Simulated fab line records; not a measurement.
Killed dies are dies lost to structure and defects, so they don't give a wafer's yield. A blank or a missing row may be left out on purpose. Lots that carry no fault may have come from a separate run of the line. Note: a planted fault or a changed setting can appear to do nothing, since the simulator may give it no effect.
One fault through the eyes of 3 desks -- flow n5_finfet -- every desk sees just its own numbers, and what lay behind them comes last
Where a reading is given only as a bound, like >300, the bound stands for it, and a mean or a difference that rests on one is marked > or <: the true number lies beyond.

FROM THE METROLOGY DESK
What the gauges read for every lot (on any tool): the sampled wafers with a number, averaged. The brackets show how far a lot's mean lies from the usual mean; more than 4 standard deviations puts the lot out of limits, marked OUT. Readings shown: 7 of its 10, picked as those furthest out on some lot.
Columns: A = DIBL_N at N5_BEOL_M4_RC_MEAS_101, usual 36.9 mV/V; B = DIBL_P at N5_BEOL_M4_RC_MEAS_101, usual 36.7 mV/V; C = IOFF_N at N5_BEOL_M4_RC_MEAS_101, usual 0.17 nA/um; D = IOFF_P at N5_BEOL_M4_RC_MEAS_101, usual 0.22 nA/um; E = ION_N at N5_BEOL_M4_RC_MEAS_101, usual 674 uA/um; F = SS_P at N5_BEOL_M4_RC_MEAS_101, usual 73.4 mV/dec; G = VT_N at N5_BEOL_M4_RC_MEAS_101, usual 249 mV
lot,first seen here,A,B,C,D,E,F,G
L891,day 13 00:59,37.4,38.5,0.18,0.23,676,73.9,249
L892,day 13 05:02,34.2,33.2,0.12,0.17,655,72.9,254
L893,day 13 07:31,38.6,39.3,0.22,0.29,690,74.5,247
L894,day 13 23:52,38.5,38.3,0.17,0.23,670,73.5,251
Result from this desk: across the 4 lots, nothing is out of limits.

THE DEFECT DESK
Per lot, the means of the sampled wafers with a number show what the inspections along the route counted. The brackets show how far a lot's mean lies from the usual mean; more than 4 standard deviations puts the lot out of limits, marked OUT.
Columns: A = raw_defect_count at N5_HKMG_FIN_INSPECT_61, usual 2.0
lot,first seen here,A
L891,day 9 00:25,1.7
L892,day 9 04:41,>101 (>+71) OUT
L893,day 9 08:46,>101 (>+70) OUT
L894,day 9 17:40,3.0
This desk's finding: out of limits on L892, L893; first on L892, day 9 04:41 (raw_defect_count at N5_HKMG_FIN_INSPECT_61). L891, L894: within limits.

THE TOOL OWNER'S DESK: ald_hk-02
The tool's own readings at N5_HKMG_FIN_HK_ALD_01 (deposits HfO2, target thk 1.6 nm, pulse time 3 s, purge time 3 s): means of the sampled wafers that have a number, for each lot that ran on this tool. The brackets show how far a lot's mean lies from the usual mean; more than 4 standard deviations puts the lot out of limits, marked OUT.
Columns: A = precursor_pulse_height_rel at N5_HKMG_FIN_HK_ALD_01, usual 1.004
lot,first seen here,A
L891,day 8 23:23,0.999
L892,day 9 03:41,1.010
L893,day 9 07:46,1.000
Result from this desk: across the 3 lots, nothing is out of limits.

PUT TOGETHER
The defect desk could have raised an alarm at day 9 04:41, on L892, L893.
From the metrology desk's view, nothing was out of limits.
The tool owner's desk saw nothing out of limits.
The metrology desk has L892, L893 on record, within its limits.
Tool owner's desk: L892, L893 on record, inside its limits.
On ald_hk-02, each named lot ran N5_HKMG_FIN_HK_ALD_01.

WHAT THE SIMULATOR HAD INSERTED
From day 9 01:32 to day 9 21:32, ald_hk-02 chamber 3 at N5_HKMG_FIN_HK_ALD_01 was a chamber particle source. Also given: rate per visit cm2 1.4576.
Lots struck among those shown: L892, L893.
Hours from the fault's start to each desk's first reading out of limits: the defect desk, 3.
